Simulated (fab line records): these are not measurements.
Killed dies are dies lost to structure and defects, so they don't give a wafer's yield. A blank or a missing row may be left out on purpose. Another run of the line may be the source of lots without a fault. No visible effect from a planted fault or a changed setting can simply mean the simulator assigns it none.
Matching of chambers || flow n5 finfet || 4 sister chambers for N5_MOL_CONTACT_COAG_ALD_27 on ald sin-03
The step deposits SiOC, target thk 17 nm, pulse time 1.5 s, time 2720 s. 4 wafers are shown with their chamber, then 9 later ones without.

== WAFERS WITH THEIR CHAMBER ==
{"wafer": "L082.6", "chamber": 3, "heater power w (W)": 964}
{"wafer": "L083.3", "chamber": 2, "heater power w (W)": 849}
{"wafer": "L083.4", "chamber": 0, "heater power w (W)": 800}
{"wafer": "L083.6", "chamber": 1, "heater power w (W)": 897}

== WAFERS WITH NO CHAMBER GIVEN ==
{"wafer": "L087.1", "heater power w (W)": 948}
{"wafer": "L087.4", "heater power w (W)": 856}
{"wafer": "L087.5", "heater power w (W)": 789}
{"wafer": "L091.2", "heater power w (W)": 861}
{"wafer": "L091.4", "heater power w (W)": 795}
{"wafer": "L091.5", "heater power w (W)": 980}
{"wafer": "L096.2", "heater power w (W)": 971}
{"wafer": "L096.4", "heater power w (W)": 796}
{"wafer": "L096.6", "heater power w (W)": 874}

== WHICH CHAMBER EACH WENT THROUGH ==
{"wafer": "L087.1", "from the rows above": 3, "in truth": 3}
{"wafer": "L087.4", "from the rows above": 2, "in truth": 2}
{"wafer": "L087.5", "from the rows above": 0, "in truth": 0}
{"wafer": "L091.2", "from the rows above": "can't be placed: 2 or 1", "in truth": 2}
{"wafer": "L091.4", "from the rows above": 0, "in truth": 0}
{"wafer": "L091.5", "from the rows above": 3, "in truth": 3}
{"wafer": "L096.2", "from the rows above": 3, "in truth": 3}
{"wafer": "L096.4", "from the rows above": 0, "in truth": 0}
{"wafer": "L096.6", "from the rows above": "can't be placed: 1 or 2", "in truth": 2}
7 of 9 placed correctly. Can't be placed from these rows: 2 (the true chamber is among the candidates in 2). Number placed wrongly: 0.
How it was worked out, from the rows above alone: a wafer's distance from a chamber is the root of the sum, over the readings, of the square of ((its reading less the chamber's mean) divided by the reading's scatter). The wafer belongs to the nearest chamber; if the next one is less than 2 further off, it can't be placed. A chamber's mean is the mean of its shown wafers. The scatter: with one shown wafer a chamber, the root of the mean of the squares of how far each hidden wafer lies from its nearest shown one.
